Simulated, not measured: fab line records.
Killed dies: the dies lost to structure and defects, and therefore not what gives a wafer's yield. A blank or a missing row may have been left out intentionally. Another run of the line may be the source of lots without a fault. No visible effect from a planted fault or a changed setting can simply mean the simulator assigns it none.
Chamber matching	flow n5-finfet	N5_DUMMY_GATE_ETCH_32 on rie-si-01: 4 sister chambers
The step etches SiO2 in CF4, target depth 3.5 nm, time 3.9 s. 4 wafers are shown with their chamber, then 8 later ones without.

== WAFERS PAIRED WITH THEIR CHAMBERS ==
wafer	chamber	drypump-motor-current-A (A)
L077.2	2	5.5
L087.3	3	5.7
L087.6	1	5.2
L092.1	0	6.8

== WAFERS WHOSE CHAMBER IS MISSING ==
wafer	drypump-motor-current-A (A)
L092.3	5.5
L092.6	5.1
L093.2	5.1
L093.4	5.5
L093.6	5.5
L096.1	5.7
L096.2	6.7
L096.6	6.7

== WHICH CHAMBER EACH ONE RAN IN ==
wafer	from the rows above	in truth
L092.3	2	2
L092.6	1	1
L093.2	1	1
L093.4	2	2
L093.6	2	2
L096.1	3	3
L096.2	0	0
L096.6	0	0
Correct placement for 8 of the 8. Number that these rows cannot place: 0. Wrongly placed: 0.
How it was worked out, from the rows above alone: a wafer's distance from a chamber is the root of the sum, over the readings, of the square of ((its reading less the chamber's mean) divided by the reading's scatter). The wafer belongs to the nearest chamber; if the next one is less than 2 further off, it can't be placed. Each chamber's mean is taken over the wafers shown for it. The scatter: with one shown wafer a chamber, the root of the mean of the squares of how far each hidden wafer lies from its nearest shown one.
